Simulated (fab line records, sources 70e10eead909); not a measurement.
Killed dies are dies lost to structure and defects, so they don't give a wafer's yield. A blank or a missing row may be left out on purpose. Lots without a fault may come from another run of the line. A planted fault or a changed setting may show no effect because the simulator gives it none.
Which tool did it? | flow nand_harc | 13 lots, 39 wafers sampled, at 5 steps of a route of 1302

WHAT THE GAUGES READ, wafer by wafer
NHARC_HYBRID_BOND_OVL_MEAS_05.
lot  | measured     | on         | overlay_x_nm (nm) | overlay_y_nm (nm)
L102 | day 24 07:46 | overlay-02 | 20 13 -14         | -49 -18 37
L103 | day 24 02:26 | overlay-02 | 42 4 -43          | 11 64 21
L106 | day 24 23:52 | overlay-01 | -73 32 -10        | 1 33 41
L105 | day 24 23:52 | overlay-02 | 17 32 22          | -12 25 22
L109 | day 26 14:20 | overlay-01 | -32 -18 11        | 31 25 19
L108 | day 26 14:20 | overlay-02 | 37 -74 -51        | -46 13 -22
L110 | day 27 01:36 | overlay-02 | 12 -4 -22         | -41 3 -32
L111 | day 28 02:35 | overlay-02 | 7 -16 -56         | -45 38 24
L117 | day 30 15:50 | overlay-02 | -6 -12 -3         | 22 -4 29
L121 | day 31 14:47 | overlay-02 | 9 56 -11          | 29 33 11
L123 | day 32 17:05 | overlay-02 | -26 12 -32        | 20 67 -16
L124 | day 33 10:55 | overlay-02 | -13 77 11         | 11 -2 -3
L125 | day 34 06:10 | overlay-01 | -19 -10 2         | 2 -3 -26

NHARC_THIN_TSV_CD_MEAS_12: target cd 1000 nm.
lot  | measured     | on        | cd_nm (nm)
L102 | day 24 10:30 | cd_sem-01 | 997.0 1004.2 999.6
L103 | day 24 05:26 | cd_sem-02 | 997.5 999.2 998.7
L106 | day 25 03:48 | cd_sem-01 | 999.2 999.6 1004.2
L105 | day 25 02:36 | cd_sem-03 | 1000.5 1003.3 1000.8
L109 | day 26 18:17 | cd_sem-02 | 1000.1 998.0 996.4
L108 | day 26 17:07 | cd_sem-01 | 997.5 999.1 996.0
L110 | day 27 04:40 | cd_sem-03 | 999.4 1001.3 999.8
L111 | day 28 05:13 | cd_sem-02 | 997.9 999.6 997.8
L117 | day 30 19:47 | cd_sem-02 | 999.7 1006.0 1000.4
L121 | day 31 17:24 | cd_sem-03 | 1000.6 999.7 1000.1
L123 | day 32 19:43 | cd_sem-01 | 1002.5 1001.9 999.7
L124 | day 33 13:32 | cd_sem-01 | 996.8 999.4 1001.9
L125 | day 34 08:55 | cd_sem-03 | 999.4 997.3 997.9

NHARC_END_SORT_01.
lot  | measured     | on        | killed_at_array | killed_at_other | killed_at_periphery | killed_dies | killed_open | killed_short
L117 | day 31 12:11 | prober-01 | 68 145 69       | 1 3 3           | 4 3 7               | 73 151 79   | 3 2 5       | 4 2 3

WHICH TOOL RAN EACH LOT (tool, then ch and the chambers of the sampled wafers, then the start)
lot  | NHARC_A_DECK1_JOINT_PRECLEAN_30     | NHARC_THIN_TSV_CMP_01
L102 | wet_bench-04 ch 1,4,5, day 11 13:01 | cmp-03 ch 0,2, day 24 09:13
L103 | wet_bench-07 ch 1,4,5, day 11 13:01 | cmp-04 ch 0,2, day 24 03:52
L106 | wet_bench-04 ch 0,3,5, day 12 17:25 | cmp-02 ch 0,1,2, day 25 02:29
L105 | wet_bench-07 ch 1,2,5, day 12 21:02 | cmp-04 ch 1,3, day 25 01:19
L109 | wet_bench-07 ch 1,6,7, day 14 04:30 | cmp-02 ch 1,2,3, day 26 17:01
L108 | wet_bench-04 ch 1,2,4, day 14 04:31 | cmp-02 ch 0,1, day 26 15:46
L110 | wet_bench-06 ch 0,6,7, day 14 19:56 | cmp-03 ch 2,3, day 27 03:21
L111 | wet_bench-06 ch 2,3,6, day 15 07:25 | cmp-04 ch 0,1,2, day 28 04:02
L117 | wet_bench-06 ch 0,4,6, day 18 03:16 | cmp-03 ch 1,2,3, day 30 18:28
L121 | wet_bench-04 ch 0,3,5, day 19 15:41 | cmp-04 ch 0,3, day 31 16:13
L123 | wet_bench-06 ch 2,3,6, day 20 11:02 | cmp-02 ch 0,1,2, day 32 18:34
L124 | wet_bench-06 ch 3,5,7, day 20 17:54 | cmp-03 ch 0,3, day 33 12:20
L125 | wet_bench-06 ch 2,6,7, day 20 22:10 | cmp-04 ch 0,1,2, day 34 07:35
- NHARC_A_DECK1_JOINT_PRECLEAN_30: cleans in SC1.
- NHARC_THIN_TSV_CMP_01: polishes.

WHAT THE TOOLS THEMSELVES READ (means of the sampled wafers that have a number; where no wafer has one, the mark that the record gives instead)
NHARC_THIN_TSV_CMP_01.
lot  | tool   | motor_current_A (A)
L102 | cmp-03 | 12.7
L103 | cmp-04 | 12.9
L106 | cmp-02 | 11.0
L105 | cmp-04 | 11.1
L109 | cmp-02 | 11.4
L108 | cmp-02 | 10.0
L110 | cmp-03 | 12.8
L111 | cmp-04 | 12.9
L117 | cmp-03 | 12.0
L121 | cmp-04 | 12.5
L123 | cmp-02 | 10.9
L124 | cmp-03 | 13.0
L125 | cmp-04 | 12.7

THE ANSWER, worked out from the rows above alone
Rule: what is usual is taken from the lots themselves. Put in order of their means at a reading, lots are off if they are a third of the lots or fewer, leave a main group of 4 or more, and stand apart from it by a gap of 3 or more times the standard deviation of the main group's means; of several such gaps the widest counts. A main group whose means are all the same, to the digits that the tables above print for the reading, isn't used. A lot without any number at a reading at which 4 lots or more have one is off too. The other lots that the step has rows for count as sound. The gauges are gone through in route order, then the tools' own readings, and for those a lot's mean is taken as printed above. The first step at which some lot is off is used, and at that step the reading that is off furthest; a lot without a number counts as furthest.
No lot is off at any reading shown: from this, nothing can be told.

WHAT THE SIMULATOR HAD PUT IN
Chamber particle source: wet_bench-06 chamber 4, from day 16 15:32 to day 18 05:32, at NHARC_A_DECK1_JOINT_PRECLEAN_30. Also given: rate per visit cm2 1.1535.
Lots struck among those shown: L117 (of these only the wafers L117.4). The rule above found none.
